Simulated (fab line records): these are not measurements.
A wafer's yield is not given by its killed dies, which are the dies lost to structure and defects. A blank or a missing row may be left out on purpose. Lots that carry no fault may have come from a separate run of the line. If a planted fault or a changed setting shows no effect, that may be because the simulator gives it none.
Which tool did it? / flow n5-finfet / 11 lots with 31 wafers sampled at 5 steps, on a route of 1938 steps

== WHAT THE GAUGES READ, wafer by wafer ==
N5_BEOL_M3_INSPECT_59: inspects for defects (darkfield). Usual: raw-defect-count reads 69 (standard deviation 23).
lot=L311; measured=day 8 10:35; on=defect-inspect-01; raw-defect-count=63 123 90; flag=
lot=L310; measured=day 8 11:07; on=defect-inspect-02; raw-defect-count=51 72 59; flag=
lot=L315; measured=day 8 22:49; on=defect-inspect-02; raw-defect-count=74 56 69; flag=
lot=L317; measured=day 9 09:25; on=defect-inspect-02; raw-defect-count=95 111 102; flag=
lot=L319; measured=day 9 22:08; on=defect-inspect-01; raw-defect-count=93 85 51; flag=
lot=L321; measured=day 10 20:28; on=defect-inspect-01; raw-defect-count=61 57 62; flag=
lot=L326; measured=day 11 15:44; on=defect-inspect-02; raw-defect-count=97 69; flag=
lot=L329; measured=day 12 03:19; on=defect-inspect-02; raw-defect-count=42 36; flag=
lot=L328; measured=day 12 03:36; on=defect-inspect-01; raw-defect-count=52 60 88; flag=
lot=L331; measured=day 13 10:56; on=defect-inspect-02; raw-defect-count=47 43 59; flag=
lot=L333; measured=day 13 18:07; on=defect-inspect-01; raw-defect-count=62 42 35; flag=

N5_BEOL_M4_RC_MEAS_101. Usual: DIBL_N 36.0 mV/V, standard deviation 1.7; DIBL_P 36.2 mV/V, standard deviation 2.3; IOFF_N 0.16 nA/um, standard deviation 0.03; IOFF_P 0.21 nA/um, standard deviation 0.036; ION_N 679 uA/um, standard deviation 11; ION_P 465 uA/um, standard deviation 7.1; SS_N 71.4 mV/dec, standard deviation 0.58; SS_P 73.3 mV/dec, standard deviation 0.75; VT_N 249 mV, standard deviation 3.1; VT_P -251 mV, standard deviation 3.5.
lot=L311; measured=day 8 21:14; on=prober-01; DIBL_N (mV/V)=33.9 32.7 35.4; DIBL_P (mV/V)=33.3 31.5 35.5; IOFF_N (nA/um)=0.14 0.12 0.15; IOFF_P (nA/um)=0.19 0.17 0.21; ION_N (uA/um)=673 665 683; ION_P (uA/um)=461 459 467; SS_N (mV/dec)=71.0 70.9 70.4; SS_P (mV/dec)=73.1 72.2 72.8; VT_N (mV)=248 252 249; VT_P (mV)=-250 -253 -249; flag=
lot=L310; measured=day 8 23:01; on=prober-02; DIBL_N (mV/V)=35.5 38.1 38.1; DIBL_P (mV/V)=34.9 37.4 38.4; IOFF_N (nA/um)=0.14 0.18 0.19; IOFF_P (nA/um)=0.22 0.26 0.28; ION_N (uA/um)=681 683 691; ION_P (uA/um)=465 468 471; SS_N (mV/dec)=71.0 71.8 71.3; SS_P (mV/dec)=73.4 73.6 73.9; VT_N (mV)=248 248 245; VT_P (mV)=-249 -246 -247; flag=
lot=L315; measured=day 9 14:20; on=prober-02; DIBL_N (mV/V)=36.7 35.8 35.3; DIBL_P (mV/V)=36.3 34.3 34.4; IOFF_N (nA/um)=0.16 0.14 0.14; IOFF_P (nA/um)=0.21 0.17 0.18; ION_N (uA/um)=684 684 674; ION_P (uA/um)=467 462 462; SS_N (mV/dec)=70.8 71.0 70.6; SS_P (mV/dec)=73.6 73.2 72.6; VT_N (mV)=249 252 251; VT_P (mV)=-251 -254 -250; flag=
lot=L317; measured=day 9 22:01; on=prober-01; DIBL_N (mV/V)=34.9 34.2 36.1; DIBL_P (mV/V)=34.8 34.3 35.9; IOFF_N (nA/um)=0.15 0.13 0.17; IOFF_P (nA/um)=0.19 0.19 0.21; ION_N (uA/um)=675 670 683; ION_P (uA/um)=465 454 465; SS_N (mV/dec)=71.7 71.1 72.0; SS_P (mV/dec)=73.6 73.6 73.6; VT_N (mV)=249 251 249; VT_P (mV)=-253 -250 -251; flag=
lot=L319; measured=day 10 14:33; on=prober-01; DIBL_N (mV/V)=35.2 36.2 35.6; DIBL_P (mV/V)=36.6 37.4 35.9; IOFF_N (nA/um)=0.13 0.15 0.14; IOFF_P (nA/um)=0.20 0.22 0.18; ION_N (uA/um)=650 667 665; ION_P (uA/um)=455 455 458; SS_N (mV/dec)=71.3 71.1 71.6; SS_P (mV/dec)=74.1 72.5 73.0; VT_N (mV)=254 251 254; VT_P (mV)=-251 -250 -254; flag=
lot=L321; measured=day 11 10:43; on=prober-01; DIBL_N (mV/V)=33.8 36.4 33.5; DIBL_P (mV/V)=34.2 37.2 33.8; IOFF_N (nA/um)=0.14 0.19 0.14; IOFF_P (nA/um)=0.20 0.24 0.19; ION_N (uA/um)=687 695 684; ION_P (uA/um)=469 475 473; SS_N (mV/dec)=71.0 72.4 70.9; SS_P (mV/dec)=72.1 73.2 73.0; VT_N (mV)=248 242 249; VT_P (mV)=-251 -249 -251; flag=
lot=L326; measured=day 12 07:04; on=prober-02; DIBL_N (mV/V)=38.0 36.3; DIBL_P (mV/V)=38.0 36.3; IOFF_N (nA/um)=0.19 0.15; IOFF_P (nA/um)=0.21 0.19; ION_N (uA/um)=692 671; ION_P (uA/um)=463 458; SS_N (mV/dec)=71.9 71.0; SS_P (mV/dec)=74.0 74.1; VT_N (mV)=247 254; VT_P (mV)=-252 -255; flag=
lot=L329; measured=day 12 20:01; on=prober-02; DIBL_N (mV/V)=36.7 34.3; DIBL_P (mV/V)=39.3 35.5; IOFF_N (nA/um)=0.20 0.14; IOFF_P (nA/um)=0.22 0.16; ION_N (uA/um)=691 679; ION_P (uA/um)=467 456; SS_N (mV/dec)=71.7 71.2; SS_P (mV/dec)=73.9 72.3; VT_N (mV)=244 250; VT_P (mV)=-252 -255; flag=
lot=L328; measured=day 12 16:13; on=prober-02; DIBL_N (mV/V)=39.7 36.6 36.5; DIBL_P (mV/V)=41.2 37.7 37.4; IOFF_N (nA/um)=0.23 0.15 0.15; IOFF_P (nA/um)=0.28 0.22 0.20; ION_N (uA/um)=703 672 681; ION_P (uA/um)=477 469 469; SS_N (mV/dec)=72.0 71.9 71.9; SS_P (mV/dec)=73.9 73.8 72.5; VT_N (mV)=244 249 249; VT_P (mV)=-247 -250 -250; flag=
lot=L331; measured=day 14 01:46; on=prober-01; DIBL_N (mV/V)=37.9 38.5 37.8; DIBL_P (mV/V)=36.6 37.6 37.1; IOFF_N (nA/um)=0.17 0.20 0.19; IOFF_P (nA/um)=0.21 0.24 0.22; ION_N (uA/um)=691 696 703; ION_P (uA/um)=463 469 470; SS_N (mV/dec)=71.6 71.7 71.1; SS_P (mV/dec)=73.4 74.8 73.7; VT_N (mV)=248 245 245; VT_P (mV)=-250 -247 -249; flag=
lot=L333; measured=day 14 04:23; on=prober-01; DIBL_N (mV/V)=37.0 36.6 38.6; DIBL_P (mV/V)=37.6 37.2 39.7; IOFF_N (nA/um)=0.16 0.17 0.20; IOFF_P (nA/um)=0.22 0.22 0.27; ION_N (uA/um)=687 683 688; ION_P (uA/um)=469 462 470; SS_N (mV/dec)=71.7 71.3 72.0; SS_P (mV/dec)=73.4 73.8 74.9; VT_N (mV)=250 247 245; VT_P (mV)=-251 -252 -249; flag=

== WHICH TOOL RAN EACH LOT (tool, then ch and the chambers of the sampled wafers, then the start) ==
lot=L311; N5_BEOL_M3_ANNEAL_89=pvd-sputter-03, day 8 08:42; N5_BEOL_M3_SPUTTER_94=pvd-sputter-03, day 8 09:17; N5_BEOL_M4_PECVD_72=pecvd-03 ch 0,2, day 8 10:43
lot=L310; N5_BEOL_M3_ANNEAL_89=pvd-sputter-01, day 8 09:15; N5_BEOL_M3_SPUTTER_94=pvd-sputter-01, day 8 09:50; N5_BEOL_M4_PECVD_72=pecvd-02 ch 1,2, day 8 11:16
lot=L315; N5_BEOL_M3_ANNEAL_89=pvd-sputter-02, day 8 20:56; N5_BEOL_M3_SPUTTER_94=pvd-sputter-02, day 8 21:31; N5_BEOL_M4_PECVD_72=pecvd-02 ch 1,2, day 8 22:58
lot=L317; N5_BEOL_M3_ANNEAL_89=pvd-sputter-01, day 9 07:32; N5_BEOL_M3_SPUTTER_94=pvd-sputter-01, day 9 08:07; N5_BEOL_M4_PECVD_72=pecvd-04 ch 1,2, day 9 09:33
lot=L319; N5_BEOL_M3_ANNEAL_89=pvd-sputter-03, day 9 20:03; N5_BEOL_M3_SPUTTER_94=pvd-sputter-03, day 9 20:38; N5_BEOL_M4_PECVD_72=pecvd-02 ch 0,1,2, day 9 22:18
lot=L321; N5_BEOL_M3_ANNEAL_89=pvd-sputter-03, day 10 18:35; N5_BEOL_M3_SPUTTER_94=pvd-sputter-03, day 10 19:10; N5_BEOL_M4_PECVD_72=pecvd-03 ch 0,1, day 10 20:37
lot=L326; N5_BEOL_M3_ANNEAL_89=pvd-sputter-01, day 11 13:51; N5_BEOL_M3_SPUTTER_94=pvd-sputter-01, day 11 14:26; N5_BEOL_M4_PECVD_72=pecvd-03 ch 0,1, day 11 15:52
lot=L329; N5_BEOL_M3_ANNEAL_89=pvd-sputter-02, day 12 01:26; N5_BEOL_M3_SPUTTER_94=pvd-sputter-02, day 12 02:01; N5_BEOL_M4_PECVD_72=pecvd-03 ch 0,1, day 12 03:28
lot=L328; N5_BEOL_M3_ANNEAL_89=pvd-sputter-03, day 12 01:43; N5_BEOL_M3_SPUTTER_94=pvd-sputter-03, day 12 02:17; N5_BEOL_M4_PECVD_72=pecvd-04 ch 0,2, day 12 03:44
lot=L331; N5_BEOL_M3_ANNEAL_89=pvd-sputter-03, day 13 09:02; N5_BEOL_M3_SPUTTER_94=pvd-sputter-03, day 13 09:37; N5_BEOL_M4_PECVD_72=pecvd-02 ch 0,2, day 13 11:05
lot=L333; N5_BEOL_M3_ANNEAL_89=pvd-sputter-02, day 13 16:13; N5_BEOL_M3_SPUTTER_94=pvd-sputter-02, day 13 16:48; N5_BEOL_M4_PECVD_72=pecvd-04 ch 0,1,2, day 13 18:16
- N5_BEOL_M3_ANNEAL_89: time 240 s.
- N5_BEOL_M3_SPUTTER_94: material Cu, target thk 4.5 nm, time 8.29 s.
- N5_BEOL_M4_PECVD_72: deposits SiO2 from TEOS/O2, target thk 16 nm, time 18 s.

== WHAT THE TOOLS THEMSELVES READ (means of the sampled wafers that have a number; where no wafer has one, the mark that the record gives instead) ==
N5_BEOL_M3_ANNEAL_89. Usual: heater-power-w reads 792 W (standard deviation 54).
lot=L311; tool=pvd-sputter-03; heater-power-w (W)=805; flag=
lot=L310; tool=pvd-sputter-01; heater-power-w (W)=817; flag=
lot=L315; tool=pvd-sputter-02; heater-power-w (W)=789; flag=
lot=L317; tool=pvd-sputter-01; heater-power-w (W)=818; flag=
lot=L319; tool=pvd-sputter-03; heater-power-w (W)=796; flag=
lot=L321; tool=pvd-sputter-03; heater-power-w (W)=815; flag=
lot=L326; tool=pvd-sputter-01; heater-power-w (W)=811; flag=
lot=L329; tool=pvd-sputter-02; heater-power-w (W)=746; flag=
lot=L328; tool=pvd-sputter-03; heater-power-w (W)=798; flag=
lot=L331; tool=pvd-sputter-03; heater-power-w (W)=826; flag=
lot=L333; tool=pvd-sputter-02; heater-power-w (W)=822; flag=

N5_BEOL_M3_SPUTTER_94. Usual: throttle-valve-pct reads 30.9 % (standard deviation 0.87).
lot=L311; tool=pvd-sputter-03; throttle-valve-pct (%)=31.3; flag=
lot=L310; tool=pvd-sputter-01; throttle-valve-pct (%)=30.1; flag=
lot=L315; tool=pvd-sputter-02; throttle-valve-pct (%)=30.7; flag=
lot=L317; tool=pvd-sputter-01; throttle-valve-pct (%)=30.0; flag=
lot=L319; tool=pvd-sputter-03; throttle-valve-pct (%)=31.3; flag=
lot=L321; tool=pvd-sputter-03; throttle-valve-pct (%)=31.3; flag=
lot=L326; tool=pvd-sputter-01; throttle-valve-pct (%)=29.6; flag=
lot=L329; tool=pvd-sputter-02; throttle-valve-pct (%)=32.5; flag=
lot=L328; tool=pvd-sputter-03; throttle-valve-pct (%)=31.4; flag=
lot=L331; tool=pvd-sputter-03; throttle-valve-pct (%)=31.1; flag=
lot=L333; tool=pvd-sputter-02; throttle-valve-pct (%)=31.3; flag=

N5_BEOL_M4_PECVD_72. Usual: chamber-pressure-Torr 5.499 Torr, standard deviation 0.012; heater-power-outer-w 413 W, standard deviation 49; heater-power-w 704 W, standard deviation 68; showerhead-plenum-p-Torr 8.81 Torr, standard deviation 0.05; showerhead-vpp-V 1323 V, standard deviation 54; throttle-valve-pct 22.0 %, standard deviation 1.3.
lot=L311; tool=pecvd-03; chamber-pressure-Torr (Torr)=5.502; heater-power-outer-w (W)=383; heater-power-w (W)=682; showerhead-plenum-p-Torr (Torr)=8.82; showerhead-vpp-V (V)=1272; throttle-valve-pct (%)=22.5; flag=
lot=L310; tool=pecvd-02; chamber-pressure-Torr (Torr)=5.501; heater-power-outer-w (W)=410; heater-power-w (W)=684; showerhead-plenum-p-Torr (Torr)=8.81; showerhead-vpp-V (V)=1303; throttle-valve-pct (%)=22.1; flag=
lot=L315; tool=pecvd-02; chamber-pressure-Torr (Torr)=5.495; heater-power-outer-w (W)=384; heater-power-w (W)=672; showerhead-plenum-p-Torr (Torr)=8.81; showerhead-vpp-V (V)=1306; throttle-valve-pct (%)=22.1; flag=
lot=L317; tool=pecvd-04; chamber-pressure-Torr (Torr)=-; heater-power-outer-w (W)=-; heater-power-w (W)=-; showerhead-plenum-p-Torr (Torr)=-; showerhead-vpp-V (V)=-; throttle-valve-pct (%)=-; flag=OFF
lot=L319; tool=pecvd-02; chamber-pressure-Torr (Torr)=-; heater-power-outer-w (W)=-; heater-power-w (W)=-; showerhead-plenum-p-Torr (Torr)=-; showerhead-vpp-V (V)=-; throttle-valve-pct (%)=-; flag=OFF
lot=L321; tool=pecvd-03; chamber-pressure-Torr (Torr)=-; heater-power-outer-w (W)=-; heater-power-w (W)=-; showerhead-plenum-p-Torr (Torr)=-; showerhead-vpp-V (V)=-; throttle-valve-pct (%)=-; flag=OFF
lot=L326; tool=pecvd-03; chamber-pressure-Torr (Torr)=5.506; heater-power-outer-w (W)=417; heater-power-w (W)=709; showerhead-plenum-p-Torr (Torr)=8.86; showerhead-vpp-V (V)=1310; throttle-valve-pct (%)=22.9; flag=
lot=L329; tool=pecvd-03; chamber-pressure-Torr (Torr)=5.519; heater-power-outer-w (W)=391; heater-power-w (W)=672; showerhead-plenum-p-Torr (Torr)=8.86; showerhead-vpp-V (V)=1308; throttle-valve-pct (%)=22.9; flag=
lot=L328; tool=pecvd-04; chamber-pressure-Torr (Torr)=5.493; heater-power-outer-w (W)=464; heater-power-w (W)=770; showerhead-plenum-p-Torr (Torr)=8.79; showerhead-vpp-V (V)=1353; throttle-valve-pct (%)=22.1; flag=
lot=L331; tool=pecvd-02; chamber-pressure-Torr (Torr)=5.502; heater-power-outer-w (W)=437; heater-power-w (W)=711; showerhead-plenum-p-Torr (Torr)=8.75; showerhead-vpp-V (V)=1349; throttle-valve-pct (%)=21.4; flag=
lot=L333; tool=pecvd-04; chamber-pressure-Torr (Torr)=5.502; heater-power-outer-w (W)=392; heater-power-w (W)=694; showerhead-plenum-p-Torr (Torr)=8.81; showerhead-vpp-V (V)=1340; throttle-valve-pct (%)=21.7; flag=

== THE ANSWER, worked out from the rows above alone ==
Rule: a lot is off if the mean of its wafers that have a number lies more than 3 standard deviations from the usual mean. A lot without any number at a reading at which 4 lots or more have one is off too. All remaining lots with rows at the step are treated as sound. Order of review: gauges by route order, followed by the tools' own readings, for which a lot's mean as printed above is used. At the first step where some lot is off, the reading lying furthest off is the one used; lots without a number count as furthest.
Off, at N5_BEOL_M4_PECVD_72 on chamber-pressure-Torr: L317, L319, L321. Without a number there: L317, L319, L321.
If a tool, at that step or one of the process steps before it, ran each lot that is off and ran no sound lot following the first of them, it fits. No candidate that was tried fits.

== WHAT THE SIMULATOR PUT IN ==
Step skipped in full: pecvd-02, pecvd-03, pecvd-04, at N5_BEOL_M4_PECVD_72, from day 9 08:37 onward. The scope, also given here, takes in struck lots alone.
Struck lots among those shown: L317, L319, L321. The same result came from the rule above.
